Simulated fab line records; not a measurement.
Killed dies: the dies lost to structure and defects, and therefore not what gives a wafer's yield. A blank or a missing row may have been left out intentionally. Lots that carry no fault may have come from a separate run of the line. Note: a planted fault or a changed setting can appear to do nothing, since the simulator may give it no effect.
fab line records    flow nandHarc
[record] lots = 13  wafers = 39  lastDay = 33
route steps=1302 shown A_ONON_D1@437 END@1302
lots that met no fault: taken from a fault-free run of the same line
startH: start of the lot's first displayed wafer, in hours after the record's first day    waitH: time in hours since the lot's previous step    " as in the row above    L1.1+2: a single row standing in for several wafers    - no value, or no start given    * or withheld: withheld    < > ~ a bound
route shown NAME@n: names a module that has steps shown in the file, with the first one's number in the route    usual: the fault-free wafers' mean and standard deviation    same: alike in all rows    chamber/n: place in a boat    sites: per-site readings    _std_site: standard deviation of those values    _edge_site: mean of outer sites minus mean of inner sites    radiusMm: for every site, how far away it sits from the centre of the wafer    mask NAME#n: copy n    behind: the most recent tool/chamber to have shaped the wafer    hold: cause of the lot's hold/its duration in hours/its outcome    device: transistor that didn't switch, given as n, p or np    end of line: tests run on the same wafers once the route is complete    step lacking rows: just its recipe    killed: not the wafer's yield, but the dies lost to structure and defects at the first sort    map: the dies of a wafer, with x for killed, . for not killed, _ for no die there
set.NAME: the setting as run; set.NAME@STEP: as run at that earlier step    model.NAME: the simulator's own value behind a step, which no gauge read
a sample of lots followed through the steps of the route, with each step as a table and each wafer as a row
services: the hour from which a tool's chamber was out of use, counted from the record's first day as startH (under 0 if before that day), plus the number of hours and why
[[steps]]
[step NHARC_A_ONON_D1_THK_MEAS_18]
[recipe] thkMeasGauge = ellipsometry
[usual] thkNm = 1000/9.5
lot.wafer  tool          chamber  startH  waitH  thkNm
L697.1     filmMetro-01  -        172.75  -      1017
L697.5     "             -        "       "      1018
L697.6     "             -        "       "      1016
L698.1     filmMetro-02  -        184.02  -      1008
L698.2     "             -        "       "      1009
L698.6     "             -        "       "      1010
L700.1     filmMetro-01  -        207.72  -      1000
L700.3     "             -        "       "      1000
L700.6     "             -        "       "      1000
L701.3     filmMetro-02  -        213.07  -      995
L701.4     "             -        "       "      997
L701.6     "             -        "       "      997
L707.2     filmMetro-02  -        283.42  -      1011
L707.3     "             -        "       "      1012
L707.5     "             -        "       "      1012
L709.3     filmMetro-01  -        302.04  -      1007
L709.4     "             -        "       "      1008
L709.5     "             -        "       "      1008
L711.2     filmMetro-01  -        311.80  -      993
L711.3     "             -        "       "      993
L711.5     "             -        "       "      991
L712.2     filmMetro-02  -        316.13  -      997
L712.4     "             -        "       "      999
L712.6     "             -        "       "      999
L714.1     filmMetro-01  -        340.55  -      1002
L714.2     "             -        "       "      1000
L714.5     "             -        "       "      1001
L715.1     filmMetro-01  -        360.01  -      1019
L715.3     "             -        "       "      1021
L715.6     "             -        "       "      1021
L717.1     filmMetro-01  -        376.15  -      992
L717.4     "             -        "       "      992
L717.5     "             -        "       "      992
L718.1     filmMetro-01  -        380.56  -      1011
L718.3     "             -        "       "      1012
L718.6     "             -        "       "      1012
L719.2     filmMetro-01  -        398.50  -      995
L719.4     "             -        "       "      996
L719.6     "             -        "       "      995
[step NHARC_A_ONON_D1_THK_MEAS_24]
[recipe] thkMeasGauge = ellipsometry
[usual] thkNm = 998/7.7
lot.wafer  tool          chamber  startH  waitH  thkNm
L697.1     filmMetro-01  -        173.88  -      987
L697.5     "             -        "       "      986
L697.6     "             -        "       "      989
L698.1     filmMetro-01  -        185.15  -      987
L698.2     "             -        "       "      986
L698.6     "             -        "       "      987
L700.1     filmMetro-01  -        208.84  -      1002
L700.3     "             -        "       "      1003
L700.6     "             -        "       "      1003
L701.3     filmMetro-01  -        214.20  -      1004
L701.4     "             -        "       "      1005
L701.6     "             -        "       "      1006
L707.2     filmMetro-01  -        284.55  -      997
L707.3     "             -        "       "      995
L707.5     "             -        "       "      995
L709.3     filmMetro-01  -        303.18  -      990
L709.4     "             -        "       "      992
L709.5     "             -        "       "      991
L711.2     filmMetro-02  -        312.93  -      989
L711.3     "             -        "       "      989
L711.5     "             -        "       "      988
L712.2     filmMetro-01  -        317.26  -      995
L712.4     "             -        "       "      994
L712.6     "             -        "       "      994
L714.1     filmMetro-01  -        341.68  -      998
L714.2     "             -        "       "      997
L714.5     "             -        "       "      996
L715.1     filmMetro-02  -        361.14  -      998
L715.3     "             -        "       "      997
L715.6     "             -        "       "      997
L717.1     filmMetro-01  -        377.27  -      1003
L717.4     "             -        "       "      1003
L717.5     "             -        "       "      1003
L718.1     filmMetro-01  -        381.71  -      990
L718.3     "             -        "       "      990
L718.6     "             -        "       "      990
L719.2     filmMetro-02  -        399.65  -      995
L719.4     "             -        "       "      997
L719.6     "             -        "       "      996
[step NHARC_A_ONON_D1_THK_MEAS_30]
[recipe] thkMeasGauge = ellipsometry
[usual] thkNm = 1001/11
lot.wafer  tool          chamber  startH  waitH  thkNm
L697.1     filmMetro-01  -        175.02  -      998
L697.5     "             -        "       "      1000
L697.6     "             -        "       "      1000
L698.1     filmMetro-01  -        186.28  -      1000
L698.2     "             -        "       "      996
L698.6     "             -        "       "      999
L700.1     filmMetro-01  -        209.97  -      1005
L700.3     "             -        "       "      1003
L700.6     "             -        "       "      1004
L701.3     filmMetro-02  -        215.33  -      1002
L701.4     "             -        "       "      1004
L701.6     "             -        "       "      1004
L707.2     filmMetro-02  -        285.68  -      1032
L707.3     "             -        "       "      1033
L707.5     "             -        "       "      1032
L709.3     filmMetro-02  -        304.30  -      984
L709.4     "             -        "       "      985
L709.5     "             -        "       "      985
L711.2     filmMetro-02  -        314.06  -      1004
L711.3     "             -        "       "      1004
L711.5     "             -        "       "      1004
L712.2     filmMetro-02  -        318.42  -      997
L712.4     "             -        "       "      996
L712.6     "             -        "       "      997
L714.1     filmMetro-01  -        342.81  -      990
L714.2     "             -        "       "      991
L714.5     "             -        "       "      991
L715.1     filmMetro-02  -        362.27  -      984
L715.3     "             -        "       "      985
L715.6     "             -        "       "      986
L717.1     filmMetro-01  -        378.41  -      997
L717.4     "             -        "       "      999
L717.5     "             -        "       "      998
L718.1     filmMetro-01  -        382.85  -      1007
L718.3     "             -        "       "      1006
L718.6     "             -        "       "      1004
L719.2     filmMetro-01  -        400.79  -      1005
L719.4     "             -        "       "      1007
L719.6     "             -        "       "      1005
[step NHARC_A_ONON_D1_DEP_33]
[recipe] targetThkA = 2000  tempC = 400  pressureTorr = 6.5  rfW = 900  teosFlowSccm = 161.4  flowSccm = 2650  targetThkNm = 200  gas = O2  material = SiO2
[usual] heaterPowerOuterW = 344/92  heaterPowerW = 599/120  rfFwdPowerW = 898.3/2.8  showerheadVppV = 1872/93  throttleValvePct = 15.9/0.48
lot.wafer  tool      chamber  startH  waitH  heaterPowerOuterW  heaterPowerW  rfFwdPowerW  showerheadVppV  throttleValvePct
L697.1     pecvd-01  2        175.07  0.1    385                654           897.6        2054            16.2
L697.6     "         2        "       "      396                655           896.7        2041            16.3
L697.5     "         0        "       "      234                414           899.7        1968            15.9
L698.2     pecvd-02  2        186.38  0.1    465                749           898.9        1979            15.3
L698.1     "         0        "       "      185                398           899.1        1804            15.8
L698.6     "         2        "       "      466                757           902.3        1982            15.4
L700.3     pecvd-02  2        210.03  0.1    451                735           901.1        2014            15.4
L700.1     "         1        "       "      244                473           1261.2       2139            16.0
L700.6     "         0        "       "      212                433           896.1        1823            15.6
L701.3     pecvd-02  0        215.43  0.1    182                391           897.6        1804            15.6
L701.6     "         0        "       "      191                397           894.7        1813            15.7
L701.4     "         1        "       "      227                435           1255.7       2156            16.3
L707.2     pecvd-03  2        285.74  0.1    364                630           897.9        1865            15.9
L707.3     "         1        "       "      346                596           899.6        1751            16.9
L707.5     "         0        "       "      342                619           895.9        1854            15.8
L709.3     pecvd-03  1        304.41  0.1    400                663           897.7        1732            17.1
L709.4     "         0        "       "      339                598           898.2        1875            16.0
L709.5     "         1        "       "      407                667           892.3        1710            17.0
L711.2     pecvd-03  2        314.11  0.1    408                713           896.8        1837            16.1
L711.3     "         0        "       "      354                609           896.3        1861            15.9
L711.5     "         2        "       "      419                693           895.2        1869            15.5
L712.2     pecvd-02  0        318.48  0.1    167                395           898.8        1810            15.4
L712.4     "         0        "       "      182                395           896.9        1814            15.4
L712.6     "         1        "       "      330                579           895.6        1809            15.8
L714.1     pecvd-02  2        342.86  0.1    481                767           899.1        2046            15.2
L714.2     "         1        "       "      388                681           896.3        1840            16.0
L714.5     "         1        "       "      398                682           897.9        1811            16.0
L715.1     pecvd-02  2        362.39  0.1    395                652           901.3        1986            15.5
L715.3     "         2        "       "      416                675           898.0        1991            15.3
L715.6     "         2        "       "      427                704           898.7        1981            15.0
L717.1     pecvd-02  1        378.51  0.1    327                571           902.3        1807            16.2
L717.5     "         0        "       "      157                365           901.0        1779            15.3
L717.4     "         1        "       "      341                604           901.2        1831            15.7
L718.1     pecvd-02  2        382.91  0.1    476                777           899.8        2009            15.2
L718.3     "         0        "       "      227                473           899.3        1812            15.2
L718.6     "         1        "       "      386                663           901.7        1844            16.0
L719.2     pecvd-01  2        400.98  0.2    240                466           889.8        2022            16.0
L719.4     "         1        "       "      435                733           902.9        1831            16.6
L719.6     "         2        "       "      255                477           893.8        2017            16.2
[step NHARC_A_ONON_D1_THK_MEAS_34]
[recipe] thkMeasGauge = ellipsometry
[usual] thkNm = 200/3.5
lot.wafer  tool          chamber  startH  waitH  thkNm
L697.1     filmMetro-01  -        175.49  -      197
L697.5     "             -        "       "      203
L697.6     "             -        "       "      203
L698.1     filmMetro-01  -        186.75  -      198
L698.2     "             -        "       "      198
L698.6     "             -        "       "      201
L700.1     filmMetro-02  -        210.44  -      219
L700.3     "             -        "       "      195
L700.6     "             -        "       "      201
L701.3     filmMetro-01  -        215.80  -      200
L701.4     "             -        "       "      222
L701.6     "             -        "       "      201
L707.2     filmMetro-01  -        286.15  -      193
L707.3     "             -        "       "      195
L707.5     "             -        "       "      200
L709.3     filmMetro-01  -        304.77  -      195
L709.4     "             -        "       "      199
L709.5     "             -        "       "      199
L711.2     filmMetro-01  -        314.52  -      191
L711.3     "             -        "       "      192
L711.5     "             -        "       "      195
L712.2     filmMetro-01  -        318.89  -      203
L712.4     "             -        "       "      207
L712.6     "             -        "       "      202
L714.1     filmMetro-02  -        343.28  -      199
L714.2     "             -        "       "      197
L714.5     "             -        "       "      204
L715.1     filmMetro-01  -        362.87  0.4    201
L715.3     "             -        "       "      203
L715.6     "             -        "       "      203
L717.1     filmMetro-01  -        378.88  -      195
L717.4     "             -        "       "      203
L717.5     "             -        "       "      207
L718.1     filmMetro-01  -        383.32  -      199
L718.3     "             -        "       "      201
L718.6     "             -        "       "      202
L719.2     filmMetro-02  -        401.35  -      204
L719.4     "             -        "       "      202
L719.6     "             -        "       "      201
[step NHARC_END_SORT_01]
[recipe] tempC = 25
[usual] killedAtArray = 57/21  killedAtOther = 0.9/1.2  killedAtPeriphery = 4.2/2.9  killedDies = 62/21  killedOpen = 3.2/1.8  killedShort = 2.4/1.5
[same] grossDies = 677
lot.wafer  tool       chamber  startH  waitH  killedAtArray  killedAtOther  killedAtPeriphery  killedDies  killedOpen  killedShort
L697.1     prober-02  0        555.49  2.5    84             1              4                  89          6           2
L697.5     prober-02  0        558.69  3.7    62             1              2                  65          4           1
L697.6     prober-02  0        559.49  4.0    76             2              3                  81          5           3
L698.1     prober-02  0        580.07  2.5    53             0              9                  62          6           6
L698.2     prober-02  0        580.87  2.8    54             0              4                  58          2           2
L698.6     prober-02  0        584.08  4.0    50             4              7                  61          4           3
L700.1     prober-01  0        595.46  2.5    106            1              2                  109         0           3
L700.3     prober-01  0        597.04  3.1    99             3              4                  106         1           3
L700.6     prober-01  0        599.43  4.0    75             3              5                  83          1           1
L701.3     prober-02  0        597.07  3.1    48             1              8                  57          3           1
L701.4     prober-02  0        597.86  3.4    51             2              1                  54          4           5
L701.6     prober-02  0        599.43  3.9    47             2              5                  54          4           0
L707.2     prober-01  0        675.25  2.8    70             0              0                  70          2           3
L707.3     prober-01  0        676.05  3.1    90             0              1                  91          1           4
L707.5     prober-01  0        677.65  3.7    69             0              0                  69          3           2
L709.3     prober-02  0        683.79  3.1    47             0              10                 57          2           5
L709.4     prober-02  0        684.59  3.4    56             0              4                  60          2           2
L709.5     prober-02  0        685.40  3.7    42             0              8                  50          5           4
L711.2     prober-02  0        698.46  2.8    76             0              2                  78          3           2
L711.3     prober-02  0        699.26  3.1    67             1              2                  70          1           3
L711.5     prober-02  0        700.86  3.7    81             0              3                  84          6           3
L712.2     prober-01  0        706.24  2.8    70             0              9                  79          1           0
L712.4     prober-01  0        707.84  3.4    74             1              10                 85          5           2
L712.6     prober-01  0        709.44  4.0    69             0              4                  73          2           4
L714.1     prober-02  0        711.82  2.5    41             0              2                  43          2           4
L714.2     prober-02  0        712.63  2.8    56             0              2                  58          7           6
L714.5     prober-02  0        715.04  3.7    66             1              1                  68          2           4
L715.1     prober-02  0        749.11  2.5    63             2              9                  74          4           2
L715.3     prober-02  0        750.71  3.1    67             6              6                  79          6           2
L715.6     prober-02  0        753.10  4.0    57             1              4                  62          1           1
L717.1     prober-01  0        761.88  2.5    51             1              0                  52          4           1
L717.4     prober-01  0        764.27  3.4    62             0              4                  66          4           2
L717.5     prober-01  0        765.07  3.7    45             1              2                  48          5           3
L718.1     prober-01  0        769.66  2.5    52             2              2                  56          3           2
L718.3     prober-01  0        771.25  3.1    58             1              5                  64          4           3
L718.6     prober-01  0        773.64  4.0    40             0              2                  42          3           4
L719.2     prober-02  0        790.21  2.8    27             1              5                  33          1           4
L719.4     prober-02  0        791.79  3.4    30             1              2                  33          2           2
L719.6     prober-02  0        793.36  3.9    28             2              5                  35          5           3
// killed by level:class
L697.1 A_CHANNEL_HOLE_D1:chamberFilmFlake=40 A_SLIT:chamberFilmFlake=19 A_CHANNEL_HOLE_D2:chamberFilmFlake=7 A_CONTACT:chamberFilmFlake=4 A_STAIRCASE:chamberFilmFlake=3 P_ZERO_WELL:chamberFilmFlake=2 A_SGD_CUT:chamberFilmFlake=2 P_CONTACT:geometricParticle:open=1
L697.5 A_CHANNEL_HOLE_D1:chamberFilmFlake=31 A_SLIT:chamberFilmFlake=13 A_SGD_CUT:chamberFilmFlake=4 A_STAIRCASE:chamberFilmFlake=3 A_CHANNEL_HOLE_D2:chamberFilmFlake=2 A_CONTACT:chamberFilmFlake=2 P_CONTACT:geometricParticle:open=1 A_CHANNEL_HOLE_D1:geometricParticle:open=1
L697.6 A_CHANNEL_HOLE_D1:chamberFilmFlake=34 A_SLIT:chamberFilmFlake=18 A_SGD_CUT:chamberFilmFlake=6 A_CHANNEL_HOLE_D2:chamberFilmFlake=4 A_M1:geometricParticle:open=3 A_STAIRCASE:chamberFilmFlake=3 A_CONTACT:chamberFilmFlake=3 THIN_TSV:chamberFilmFlake=2
L698.1 A_CHANNEL_HOLE_D1:chamberFilmFlake=27 A_CHANNEL_HOLE_D2:chamberFilmFlake=6 P_ZERO_WELL:chamberFilmFlake=4 A_M0:chamberFilmFlake=3 P_CONTACT:geometricParticle:short=2 A_ONON_D2:geometricParticle:short=2 P_STI:chamberFilmFlake=2 A_ZERO_WELL:chamberFilmFlake=2
L698.2 A_CHANNEL_HOLE_D1:chamberFilmFlake=31 A_CHANNEL_HOLE_D2:chamberFilmFlake=12 A_DECK1_JOINT:chamberFilmFlake=3 P_ZERO_WELL:chamberFilmFlake=2 P_STI:chamberFilmFlake=2 A_ONON_D1:geometricParticle:short=1 A_CHANNEL_FILL_D1:geometricParticle:open=1 A_ONON_D2:geometricParticle:short=1
L698.6 A_CHANNEL_HOLE_D1:chamberFilmFlake=34 P_ZERO_WELL:chamberFilmFlake=3 A_CHANNEL_HOLE_D2:chamberFilmFlake=3 THIN_TSV:chamberFilmFlake=3 P_M0:geometricParticle:open=2 A_CHANNEL_FILL_D1:chamberFilmFlake=2 A_CONTACT:unspecified=2 A_M0:chamberFilmFlake=2
L700.1 A_CHANNEL_HOLE_D2:chamberFilmFlake=36 A_CHANNEL_HOLE_D1:chamberFilmFlake=33 A_SLIT:chamberFilmFlake=24 A_STAIRCASE:chamberFilmFlake=3 A_M1:chamberFilmFlake=3 P_ZERO_WELL:chamberFilmFlake=2 A_CONTACT:chamberFilmFlake=2 A_ONON_D1:geometricParticle:short=1
L700.3 A_CHANNEL_HOLE_D2:chamberFilmFlake=32 A_CHANNEL_HOLE_D1:chamberFilmFlake=31 A_SLIT:chamberFilmFlake=20 A_M1:chamberFilmFlake=5 A_STAIRCASE:chamberFilmFlake=3 THIN_TSV:chamberFilmFlake=3 A_DECK1_JOINT:chamberFilmFlake=2 A_CONTACT:chamberFilmFlake=2
L701.3 A_CHANNEL_HOLE_D2:chamberFilmFlake=36 P_GATE:chamberFilmFlake=3 A_CHANNEL_FILL_D1:chamberFilmFlake=3 P_ZERO_WELL:chamberFilmFlake=2 A_CHANNEL_HOLE_D1:chamberFilmFlake=2 A_STAIRCASE:chamberFilmFlake=2 P_STI:geometricParticle:short=1 P_CONTACT:geometricParticle:open=1
L701.4 A_CHANNEL_HOLE_D2:chamberFilmFlake=30 A_CHANNEL_HOLE_D1:chamberFilmFlake=5 A_DECK1_JOINT:chamberFilmFlake=3 A_ONON_D2:geometricParticle:open=2 THIN_TSV:chamberFilmFlake=2 P_M0:geometricParticle:open=1 A_ONON_D1:geometricParticle:short=1 A_ONON_D2:geometricParticle:short=1
L700.6 A_CHANNEL_HOLE_D2:chamberFilmFlake=26 A_CHANNEL_HOLE_D1:chamberFilmFlake=21 A_SLIT:chamberFilmFlake=16 A_CONTACT:chamberFilmFlake=3 THIN_TSV:chamberFilmFlake=3 P_STI:chamberFilmFlake=2 A_ZERO_WELL:chamberFilmFlake=2 A_STAIRCASE:chamberFilmFlake=2
L701.6 A_CHANNEL_HOLE_D2:chamberFilmFlake=30 P_STI:chamberFilmFlake=5 A_CHANNEL_FILL_D1:chamberFilmFlake=4 A_CHANNEL_HOLE_D1:chamberFilmFlake=2 A_SLIT:chamberFilmFlake=2 A_CONTACT:chamberFilmFlake=2 A_CHANNEL_FILL_D1:geometricParticle:open=1 A_ONON_D2:geometricParticle:open=1
L707.2 A_CHANNEL_HOLE_D1:chamberFilmFlake=30 A_SLIT:chamberFilmFlake=24 A_STAIRCASE:chamberFilmFlake=5 A_CONTACT:chamberFilmFlake=5 A_ONON_D1:geometricParticle:open=1 A_ONON_D1:geometricParticle:short=1 A_ONON_D2:geometricParticle:short=1 A_M0:geometricParticle:open=1
L707.3 A_CHANNEL_HOLE_D1:chamberFilmFlake=33 A_SLIT:chamberFilmFlake=33 A_STAIRCASE:chamberFilmFlake=6 A_CONTACT:chamberFilmFlake=5 A_CHANNEL_FILL_D2:chamberFilmFlake=3 A_DECK1_JOINT:chamberFilmFlake=2 A_WL_FILL:chamberFilmFlake=2 A_ONON_D1:geometricParticle:short=1
L707.5 A_CHANNEL_HOLE_D1:chamberFilmFlake=37 A_SLIT:chamberFilmFlake=21 A_STAIRCASE:chamberFilmFlake=2 A_CHANNEL_HOLE_D1:geometricParticle:short=1 A_CHANNEL_FILL_D1:geometricParticle:open=1 A_WL_FILL:geometricParticle:open=1 A_BLC:geometricParticle:short=1 A_M1:geometricParticle:open=1
L709.3 A_CHANNEL_HOLE_D1:chamberFilmFlake=30 P_M1:chamberFilmFlake=7 A_STAIRCASE:chamberFilmFlake=5 A_CONTACT:chamberFilmFlake=4 A_WL_FILL:chamberFilmFlake=3 P_GATE:geometricParticle:short=1 P_M1:geometricParticle:open=1 A_CHANNEL_FILL_D1:geometricParticle:short=1
L709.4 A_CHANNEL_HOLE_D1:chamberFilmFlake=37 A_CONTACT:chamberFilmFlake=8 P_M1:chamberFilmFlake=4 A_CHANNEL_FILL_D2:chamberFilmFlake=3 A_WL_FILL:chamberFilmFlake=2 A_ONON_D1:geometricParticle:short=1 A_DECK1_JOINT:geometricParticle:open=1 A_ONON_D2:geometricParticle:open=1
L709.5 A_CHANNEL_HOLE_D1:chamberFilmFlake=25 P_M1:chamberFilmFlake=4 A_CONTACT:chamberFilmFlake=3 A_CHANNEL_FILL_D2:chamberFilmFlake=3 A_ONON_D1:geometricParticle:short=2 A_ONON_D2:geometricParticle:open=2 P_GATE:chamberFilmFlake=2 A_WL_FILL:chamberFilmFlake=2
L711.2 A_CHANNEL_HOLE_D1:chamberFilmFlake=32 A_CHANNEL_HOLE_D2:chamberFilmFlake=19 A_SLIT:chamberFilmFlake=10 A_CONTACT:chamberFilmFlake=7 A_STAIRCASE:chamberFilmFlake=2 A_ONON_D1:geometricParticle:short=1 A_CHANNEL_HOLE_D1:geometricParticle:open=1 A_WL_FILL:geometricParticle:short=1
L711.3 A_CHANNEL_HOLE_D1:chamberFilmFlake=34 A_CHANNEL_HOLE_D2:chamberFilmFlake=17 A_CONTACT:chamberFilmFlake=7 A_STAIRCASE:chamberFilmFlake=3 P_GATE:chamberFilmFlake=2 A_SLIT:chamberFilmFlake=2 A_ONON_D1:geometricParticle:open=1 A_ONON_D1:geometricParticle:short=1
L711.5 A_CHANNEL_HOLE_D1:chamberFilmFlake=36 A_CHANNEL_HOLE_D2:chamberFilmFlake=19 A_CONTACT:chamberFilmFlake=10 A_SLIT:chamberFilmFlake=4 A_CHANNEL_FILL_D1:geometricParticle:open=2 A_STAIRCASE:chamberFilmFlake=2 P_M2:geometricParticle:open=1 A_ONON_D1:geometricParticle:short=1
L712.2 A_CHANNEL_HOLE_D1:chamberFilmFlake=33 A_SLIT:chamberFilmFlake=28 P_CONTACT:chamberFilmFlake=7 A_CONTACT:chamberFilmFlake=5 A_DECK1_JOINT:geometricParticle:open=1 P_STI:chamberFilmFlake=1 P_GATE:chamberFilmFlake=1 A_CHANNEL_FILL_D1:chamberFilmFlake=1
L712.4 A_SLIT:chamberFilmFlake=36 A_CHANNEL_HOLE_D1:chamberFilmFlake=25 P_CONTACT:chamberFilmFlake=7 A_CONTACT:chamberFilmFlake=5 A_CHANNEL_FILL_D1:chamberFilmFlake=2 P_M0:geometricParticle:open=1 P_M0:geometricParticle:short=1 P_M1:geometricParticle:open=1
L712.6 A_CHANNEL_HOLE_D1:chamberFilmFlake=29 A_SLIT:chamberFilmFlake=28 A_CONTACT:chamberFilmFlake=6 A_SGD_CUT:geometricParticle:short=2 P_M2:geometricParticle:short=1 A_ONON_D1:geometricParticle:short=1 A_WL_FILL:geometricParticle:open=1 A_M1:geometricParticle:open=1
L714.1 A_SLIT:chamberFilmFlake=20 A_CONTACT:chamberFilmFlake=4 A_BONDPAD:chamberFilmFlake=4 A_CHANNEL_HOLE_D1:chamberFilmFlake=3 A_STAIRCASE:chamberFilmFlake=3 P_CONTACT:geometricParticle:short=2 A_WL_FILL:chamberFilmFlake=2 A_SOURCE_PLATE:geometricParticle:short=1
L714.2 A_SLIT:chamberFilmFlake=28 A_CONTACT:chamberFilmFlake=9 A_CHANNEL_HOLE_D1:chamberFilmFlake=5 A_SOURCE_PLATE:geometricParticle:open=2 P_CONTACT:geometricParticle:short=1 P_CONTACT:geometricParticle:open=1 A_SOURCE_PLATE:geometricParticle:short=1 A_CHANNEL_FILL_D1:geometricParticle:open=1
L714.5 A_SLIT:chamberFilmFlake=32 A_CHANNEL_HOLE_D1:chamberFilmFlake=12 A_BONDPAD:chamberFilmFlake=5 A_CONTACT:chamberFilmFlake=4 A_ONON_D2:geometricParticle:open=2 A_CHANNEL_FILL_D1:chamberFilmFlake=2 A_CHANNEL_FILL_D2:chamberFilmFlake=2 A_WL_FILL:chamberFilmFlake=2
L715.1 A_SLIT:chamberFilmFlake=23 A_CHANNEL_HOLE_D2:chamberFilmFlake=22 A_CHANNEL_HOLE_D1:chamberFilmFlake=7 P_M0:chamberFilmFlake=5 A_CONTACT:chamberFilmFlake=4 A_STAIRCASE:chamberFilmFlake=3 P_CONTACT:geometricParticle:open=2 THIN_TSV:chamberFilmFlake=2
L715.3 A_SLIT:chamberFilmFlake=25 A_CHANNEL_HOLE_D2:chamberFilmFlake=22 A_CHANNEL_HOLE_D1:chamberFilmFlake=8 A_CONTACT:chamberFilmFlake=7 THIN_TSV:chamberFilmFlake=3 P_M0:chamberFilmFlake=2 STARTING-WAFER:geometricParticle:open=2 A_STAIRCASE:chamberFilmFlake=2
L715.6 A_SLIT:chamberFilmFlake=19 A_CHANNEL_HOLE_D2:chamberFilmFlake=19 A_CHANNEL_HOLE_D1:chamberFilmFlake=9 P_M0:chamberFilmFlake=4 A_M0:chamberFilmFlake=3 A_STAIRCASE:chamberFilmFlake=2 A_CONTACT:chamberFilmFlake=2 A_DECK1_JOINT:geometricParticle:short=1
L717.1 A_CHANNEL_HOLE_D2:chamberFilmFlake=19 A_CHANNEL_HOLE_D1:chamberFilmFlake=8 A_SLIT:chamberFilmFlake=7 A_CONTACT:chamberFilmFlake=7 A_STAIRCASE:chamberFilmFlake=3 A_WL_FILL:chamberFilmFlake=3 A_DECK1_JOINT:geometricParticle:open=1 A_ONON_D2:geometricParticle:open=1
L717.4 A_CHANNEL_HOLE_D2:chamberFilmFlake=31 A_CHANNEL_HOLE_D1:chamberFilmFlake=9 A_SLIT:chamberFilmFlake=6 A_STAIRCASE:chamberFilmFlake=5 A_CHANNEL_FILL_D2:geometricParticle:open=3 A_WL_FILL:chamberFilmFlake=3 P_ZERO_WELL:chamberFilmFlake=2 A_CONTACT:chamberFilmFlake=2
L717.5 A_CHANNEL_HOLE_D2:chamberFilmFlake=18 A_CHANNEL_HOLE_D1:chamberFilmFlake=8 A_CONTACT:chamberFilmFlake=7 A_SLIT:chamberFilmFlake=4 A_M0:geometricParticle:open=3 P_STI:geometricParticle:short=1 P_CONTACT:geometricParticle:open=1 A_ONON_D2:geometricParticle:open=1
L718.1 A_SLIT:chamberFilmFlake=34 A_CHANNEL_HOLE_D1:chamberFilmFlake=11 A_CHANNEL_HOLE_D1:geometricParticle:open=2 STARTING-WAFER:geometricParticle:short=2 P_CONTACT:chamberFilmFlake=2 A_CONTACT:chamberFilmFlake=2 A_M1:geometricParticle:open=1 A_STAIRCASE:chamberFilmFlake=1
L718.3 A_SLIT:chamberFilmFlake=34 A_CHANNEL_HOLE_D1:chamberFilmFlake=11 P_CONTACT:chamberFilmFlake=3 A_STAIRCASE:chamberFilmFlake=3 A_WL_FILL:chamberFilmFlake=2 A_CONTACT:chamberFilmFlake=2 P_CONTACT:geometricParticle:open=1 A_CHANNEL_FILL_D1:geometricParticle:open=1
L718.6 A_SLIT:chamberFilmFlake=22 A_CHANNEL_HOLE_D1:chamberFilmFlake=8 A_CONTACT:chamberFilmFlake=3 A_M0:geometricParticle:open=2 P_CONTACT:geometricParticle:open=1 A_ONON_D1:geometricParticle:short=1 A_CHANNEL_FILL_D1:geometricParticle:short=1 A_ONON_D2:geometricParticle:short=1
L719.2 A_SLIT:chamberFilmFlake=10 A_CONTACT:chamberFilmFlake=7 P_STI:chamberFilmFlake=2 P_CONTACT:geometricParticle:short=1 A_CHANNEL_FILL_D1:geometricParticle:short=1 A_DECK1_JOINT:geometricParticle:short=1 A_DECK1_JOINT:geometricParticle:open=1 A_CHANNEL_FILL_D2:geometricParticle:short=1
L719.4 A_CONTACT:chamberFilmFlake=13 A_SLIT:chamberFilmFlake=7 P_GATE:chamberFilmFlake=2 A_WL_FILL:chamberFilmFlake=2 A_SOURCE_PLATE:geometricParticle:open=1 A_ONON_D2:geometricParticle:short=1 A_CHANNEL_FILL_D2:geometricParticle:short=1 A_BLC:geometricParticle:open=1
L719.6 A_SLIT:chamberFilmFlake=11 A_CONTACT:chamberFilmFlake=6 P_M2:geometricParticle:open=2 A_DECK1_JOINT:chamberFilmFlake=2 A_CHANNEL_FILL_D2:chamberFilmFlake=2 THIN_TSV:chamberFilmFlake=2 A_CHANNEL_FILL_D1:geometricParticle:short=1 A_CHANNEL_FILL_D1:geometricParticle:open=1
[[services]]
tool      chamber  startH  hours  kind
pecvd-03  1        178.62  7.4    repair
pecvd-03  -        185.09  13.0   pm
pecvd-03  0        185.09  13.0   ventCycle
pecvd-03  2        185.09  13.0   ventCycle
pecvd-03  0        198.09  -      clean
pecvd-03  1        198.09  -      clean
pecvd-03  2        198.09  -      clean
pecvd-02  -        227.00  13.0   pm
pecvd-02  0        227.00  13.0   ventCycle
pecvd-02  1        227.00  13.0   ventCycle
pecvd-02  2        227.00  13.0   ventCycle
pecvd-02  0        240.00  -      clean
pecvd-02  1        240.00  -      clean
pecvd-02  2        240.00  -      clean
pecvd-01  -        256.46  1.0    repair
pecvd-01  -        311.10  13.0   pm
pecvd-01  -        334.14  4.8    repair
pecvd-03  -        341.62  1.5    repair
pecvd-02  0        356.47  15.9   repair
pecvd-03  -        366.09  13.0   pm
pecvd-03  0        366.09  13.0   ventCycle
pecvd-03  1        366.09  13.0   ventCycle
pecvd-03  2        366.09  13.0   ventCycle
pecvd-03  0        380.62  22.0   repair
[[key]]
[firstSign] step = NHARC_A_ONON_D1_DEP_33  reading = rfFwdPowerW  direction = up  sigmas = 99+  usual = *  struck = *
[effect] step = NHARC_A_ONON_D1_DEP_33  reading = showerheadVppV  direction = up  sigmas = 3  usual = 1872  struck = 2147
[effect] step = NHARC_A_ONON_D1_THK_MEAS_34  reading = thkNm  direction = up  sigmas = 5.9  usual = 200  struck = 220
metAt NHARC_A_ONON_D1_DEP_33
struckLots L700,L701
struckWafers L700.1,L701.4
testerLeftOut L700,L701
notActingAt NHARC_A_ONON_D1_THK_MEAS_18,NHARC_A_ONON_D1_THK_MEAS_24,NHARC_A_ONON_D1_THK_MEAS_30
[fault] kind = processParameterDrift  tool = pecvd-02  chamber = 1  onsetH = 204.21  steps = NHARC_A_ONON_D1_DEP_33  channel = rfW  offset = *  shape = step  endH = 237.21  actsIn = *  stated = *
// testerLeftOut: of these lots the tester's yield and bins aren't shown, on N5 and GAA mostly nor the transistor test; their killed dies are dies lost to structure and defects alone, not to doping, threshold or leakage, so they don't give the yield
